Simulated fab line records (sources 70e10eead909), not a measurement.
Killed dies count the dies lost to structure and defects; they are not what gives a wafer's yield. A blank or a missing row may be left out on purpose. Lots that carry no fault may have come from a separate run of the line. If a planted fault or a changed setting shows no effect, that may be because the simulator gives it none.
What tool caused it? | flow nandHarc | 12 lots with 36 wafers sampled at 6 steps, on a route of 1302 steps

WHAT THE GAUGES READ, wafer by wafer
NHARC_P_GATE_CD_MEAS_26: target cd 120 nm. Usual: 120.3 nm for cdNm, sd 0.7.
lot  | measured     | on       | cdNm (nm)         | flag
L829 | day 4 21:43  | cdSem-03 | 120.0 120.7 119.7 | 
L831 | day 6 07:19  | cdSem-01 | 120.8 120.1 120.6 | 
L833 | day 6 16:16  | cdSem-01 | 121.6 120.2 121.0 | 
L834 | day 7 07:17  | cdSem-03 | 119.7 120.8 119.9 | 
L837 | day 8 15:21  | cdSem-03 | 118.9 120.1 119.5 | 
L838 | day 8 14:50  | cdSem-03 | 119.1 120.3 119.5 | 
L841 | day 10 00:44 | cdSem-03 | 128.3 129.1 129.5 | OFF
L842 | day 11 03:07 | cdSem-01 | 129.9 130.0 128.8 | OFF
L843 | day 11 02:43 | cdSem-02 | 121.3 122.1 120.4 | 
L845 | day 11 17:38 | cdSem-03 | 119.4 120.5 120.9 | 
L846 | day 12 04:34 | cdSem-01 | 120.0 120.7 120.1 | 
L850 | day 14 02:17 | cdSem-01 | 121.8 121.1 120.9 | 

NHARC_END_SORT_01. Usual: killedAtArray 59, standard deviation 20; killedAtOther 0.8, standard deviation 1.2; killedAtPeriphery 3.5, standard deviation 2.2; killedDies 63, standard deviation 20; killedOpen 3.3, standard deviation 1.8; killedShort 2.6, standard deviation 1.7.
lot  | measured     | on        | killedAtArray | killedAtOther | killedAtPeriphery | killedDies | killedOpen | killedShort | flag
L842 | day 29 22:44 | prober-01 | 35 27         | 0 1           | 6 3               | 41 31      | 6 2        | 2 1         | 

EACH LOT AND THE TOOL THAT RAN IT (in order: tool; ch and the chambers of the sampled wafers; start)
lot  | NHARC_P_STI_ETCH_42               | NHARC_P_STI_CMP_21            | NHARC_P_GATE_PEB_24              | NHARC_P_GATE_ETCH_104
L829 | rieDiel-06 ch 0,2,3, day 2 19:52  | cmp-04 ch 0,3, day 3 13:46    | lithoTrack-01 ch 0, day 4 21:38  | rieDiel-07 ch 0,1,2, day 4 21:59
L831 | rieDiel-06 ch 1,2, day 3 16:26    | cmp-02 ch 0,1,3, day 4 12:14  | lithoTrack-01 ch 0, day 6 07:14  | rieDiel-02 ch 1,3, day 6 07:37
L833 | rieDiel-06 ch 0,1,3, day 4 11:35  | cmp-04 ch 1,2,3, day 5 06:31  | lithoTrack-06 ch 0, day 6 16:11  | rieDiel-03 ch 0,2,3, day 6 16:32
L834 | rieDiel-11 ch 0,1,2, day 4 21:59  | cmp-03 ch 0,1,2, day 5 17:14  | lithoTrack-04 ch 0, day 7 07:13  | rieDiel-07 ch 1,2,3, day 7 07:34
L837 | rieDiel-11 ch 0,1,3, day 6 11:39  | cmp-03 ch 0,1,3, day 7 05:32  | lithoTrack-01 ch 0, day 8 15:16  | rieDiel-03 ch 1,2,3, day 8 15:37
L838 | rieDiel-01 ch 0,1, day 6 11:49    | cmp-02 ch 1,2, day 7 05:30    | lithoTrack-01 ch 0, day 8 14:46  | rieDiel-07 ch 0,1, day 8 15:08
L841 | rieDiel-06 ch 0,1,2, day 7 18:52  | cmp-04 ch 0,3, day 8 13:27    | lithoTrack-01 ch 0, day 10 00:40 | rieDiel-07 ch 0,2,3, day 10 01:01
L842 | rieDiel-11 ch 1,2,3, day 8 08:45  | cmp-03 ch 1,2,3, day 9 15:37  | lithoTrack-01 ch 0, day 11 03:02 | rieDiel-07 ch 0,2,3, day 11 03:23
L843 | rieDiel-11 ch 0,1,3, day 8 15:57  | cmp-02 ch 0,3, day 9 15:37    | lithoTrack-06 ch 0, day 11 02:38 | rieDiel-02 ch 0,1,3, day 11 02:59
L845 | rieDiel-01 ch 0,2,3, day 9 10:52  | cmp-04 ch 0,1,2, day 10 05:26 | lithoTrack-06 ch 0, day 11 17:33 | rieDiel-03 ch 1,2, day 11 17:54
L846 | rieDiel-11 ch 2,3, day 9 20:52    | cmp-03 ch 2,3, day 10 18:28   | lithoTrack-06 ch 0, day 12 04:29 | rieDiel-07 ch 0,2,3, day 12 04:50
L850 | rieDiel-06 ch 0,2,3, day 11 18:08 | cmp-03 ch 1,2,3, day 12 14:22 | lithoTrack-04 ch 0, day 14 02:12 | rieDiel-02 ch 1,2,3, day 14 02:34
- NHARC_P_STI_ETCH_42: etches the open film in N2/H2, target depth 80 nm, overetch 24 nm, time 61 s.
- NHARC_P_STI_CMP_21: polishes, t overpolish 20 s, target thk 380.67 nm.
- NHARC_P_GATE_PEB_24: peb time 65 s.
- NHARC_P_GATE_ETCH_104: etches the open film in CF4/CHF3, target depth 60 nm.

WHAT THE TOOLS THEMSELVES READ (means of the sampled wafers that have a number; where no wafer has one, the mark that the record gives instead)
NHARC_P_STI_ETCH_42. Usual: chamberPressureMTorr 30.001 mTorr, standard deviation 0.028; drypumpMotorCurrentA 5.60 A, standard deviation 0.23; oesProductAu 1.003 a.u., standard deviation 0.0098; rfVppV 431.1 V, standard deviation 2.2; showerheadPlenumPTorr 2.06 Torr, standard deviation 0.074; throttleValvePct 14.172 %, standard deviation 0.0094.
lot  | tool       | chamberPressureMTorr (mTorr) | drypumpMotorCurrentA (A) | oesProductAu (a.u.) | rfVppV (V) | showerheadPlenumPTorr (Torr) | throttleValvePct (%) | flag
L829 | rieDiel-06 | 29.974                       | 5.57                     | 1.007               | 429.9      | 2.03                         | 14.185               | 
L831 | rieDiel-06 | 29.986                       | 5.82                     | 1.016               | 433.9      | 2.15                         | 14.163               | 
L833 | rieDiel-06 | 30.004                       | 5.57                     | 0.999               | 429.9      | 2.05                         | 14.180               | 
L834 | rieDiel-11 | 30.019                       | 5.58                     | 0.997               | 430.8      | 2.06                         | 14.163               | 
L837 | rieDiel-11 | 29.983                       | 5.65                     | 0.995               | 431.0      | 2.05                         | 14.169               | 
L838 | rieDiel-01 | 30.026                       | 5.42                     | 1.003               | 430.4      | 2.06                         | 14.170               | 
L841 | rieDiel-06 | 29.979                       | 5.71                     | 0.993               | 432.1      | 2.08                         | 14.184               | 
L842 | rieDiel-11 | 30.004                       | 5.50                     | 1.002               | 430.7      | 2.08                         | 14.173               | 
L843 | rieDiel-11 | 30.012                       | 5.67                     | 1.006               | 430.6      | 2.05                         | 14.175               | 
L845 | rieDiel-01 | 30.002                       | 5.73                     | 1.003               | 431.5      | 2.07                         | 14.178               | 
L846 | rieDiel-11 | 30.012                       | 5.35                     | 1.011               | 430.8      | 2.05                         | 14.173               | 
L850 | rieDiel-06 | 29.993                       | 5.58                     | 1.001               | 430.3      | 2.02                         | 14.172               | 

NHARC_P_STI_CMP_21. Usual: motorCurrentA 11.8 A, standard deviation 1.2; overpolishRunS 20.000 s, standard deviation 0.0087.
lot  | tool   | motorCurrentA (A) | overpolishRunS (s) | flag
L829 | cmp-04 | 11.1              | 20.007             | 
L831 | cmp-02 | 11.8              | 20.000             | 
L833 | cmp-04 | 11.9              | 20.001             | 
L834 | cmp-03 | 12.4              | 19.998             | 
L837 | cmp-03 | 12.3              | 19.999             | 
L838 | cmp-02 | 12.3              | 19.997             | 
L841 | cmp-04 | 10.8              | 19.996             | 
L842 | cmp-03 | 11.2              | 20.008             | 
L843 | cmp-02 | 11.8              | 19.994             | 
L845 | cmp-04 | 11.7              | 20.006             | 
L846 | cmp-03 | 11.7              | 19.999             | 
L850 | cmp-03 | 11.5              | 20.011             | 

NHARC_P_GATE_PEB_24. Usual: heaterPowerTotalW 156.6 W, standard deviation 0.42; plateTempC 100.00 C, standard deviation 0.12.
lot  | tool          | heaterPowerTotalW (W) | plateTempC (C) | flag
L829 | lithoTrack-01 | 156.3                 | 99.99          | 
L831 | lithoTrack-01 | 156.7                 | 100.05         | 
L833 | lithoTrack-06 | 156.6                 | 100.03         | 
L834 | lithoTrack-04 | 156.9                 | 100.03         | 
L837 | lithoTrack-01 | 156.3                 | 100.09         | 
L838 | lithoTrack-01 | 156.4                 | 99.84          | 
L841 | lithoTrack-01 | 151.5                 | 97.63          | OFF
L842 | lithoTrack-01 | 151.7                 | 97.69          | OFF
L843 | lithoTrack-06 | 156.4                 | 100.08         | 
L845 | lithoTrack-06 | 156.8                 | 100.11         | 
L846 | lithoTrack-06 | 156.6                 | 99.91          | 
L850 | lithoTrack-04 | 156.9                 | 99.99          | 

NHARC_P_GATE_ETCH_104. Usual: chamberPressureMTorr 24.998 mTorr, standard deviation 0.025; drypumpMotorCurrentA 5.5 A, standard deviation 0.43; oesProductAu 0.949 a.u., standard deviation 0.023; rfVppV 370.5 V, standard deviation 2.6; showerheadPlenumPTorr 1.57 Torr, standard deviation 0.076; throttleValvePct 16.801 %, standard deviation 0.0086.
lot  | tool       | chamberPressureMTorr (mTorr) | drypumpMotorCurrentA (A) | oesProductAu (a.u.) | rfVppV (V) | showerheadPlenumPTorr (Torr) | throttleValvePct (%) | flag
L829 | rieDiel-07 | 25.004                       | 5.0                      | 0.933               | 371.4      | 1.60                         | 16.799               | 
L831 | rieDiel-02 | 25.008                       | 5.7                      | 0.939               | 368.4      | 1.50                         | 16.794               | 
L833 | rieDiel-03 | 24.977                       | 5.8                      | 0.932               | 370.6      | 1.59                         | 16.800               | 
L834 | rieDiel-07 | 25.015                       | 5.3                      | 0.931               | 371.1      | 1.62                         | 16.802               | 
L837 | rieDiel-03 | 24.988                       | 5.8                      | 0.975               | 372.8      | 1.64                         | 16.800               | 
L838 | rieDiel-07 | 25.017                       | 5.0                      | 0.936               | 372.6      | 1.62                         | 16.807               | 
L841 | rieDiel-07 | 25.013                       | 5.2                      | 0.931               | 371.5      | 1.59                         | 16.792               | 
L842 | rieDiel-07 | 24.996                       | 5.2                      | 0.966               | 371.0      | 1.59                         | 16.797               | 
L843 | rieDiel-02 | 24.970                       | 5.5                      | 0.973               | 366.9      | 1.49                         | 16.797               | 
L845 | rieDiel-03 | 25.018                       | 5.7                      | 0.970               | 372.6      | 1.64                         | 16.799               | 
L846 | rieDiel-07 | 24.976                       | 5.2                      | 0.964               | 371.2      | 1.59                         | 16.797               | 
L850 | rieDiel-02 | 24.985                       | 5.8                      | 0.971               | 369.7      | 1.53                         | 16.807               | 

THE ANSWER, worked out from the rows above alone
Rule: a lot is off if the mean of its wafers that have a number lies more than 3 standard deviations from the usual mean. A lot without any number at a reading at which 4 lots or more have one is off too. All remaining lots with rows at the step are treated as sound. The gauges are gone through in route order, then the tools' own readings, and for those a lot's mean is taken as printed above. At the first step where some lot is off, the reading lying furthest off is the one used; lots without a number count as furthest.
Off, at NHARC_P_GATE_CD_MEAS_26 on cdNm: L841, L842.
If a tool, at a process step before that reading, ran all the lots that are off and no sound lot after the first of them, it fits. The gauges at NHARC_P_GATE_CD_MEAS_26 aren't tried: what is off there is off at NHARC_P_GATE_PEB_24 too, on other tools, and a gauge's error can't cause that. One fits: lithoTrack-01 at NHARC_P_GATE_PEB_24. Its last sound lot is L837 (day 8 15:16), its first lot that is off L841 (day 10 00:40): a fault that began between those two fits.
The tool's own readings at NHARC_P_GATE_PEB_24 bear it out: on the lots that are off they differ by more than 5 times the standard deviation of the sound lots' means. heaterPowerTotalW reads 151.6 W there against 156.6 W on the sound lots; plateTempC reads 97.66 C there against 100.01 C on the sound lots.

WHAT THE SIMULATOR HAD INSERTED
Process parameters drifting: lithoTrack-01 at NHARC_P_GATE_PEB_24, beginning at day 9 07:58. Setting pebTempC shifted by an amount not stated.
Struck lots among those shown: L841, L842. The rule given above showed the same thing.
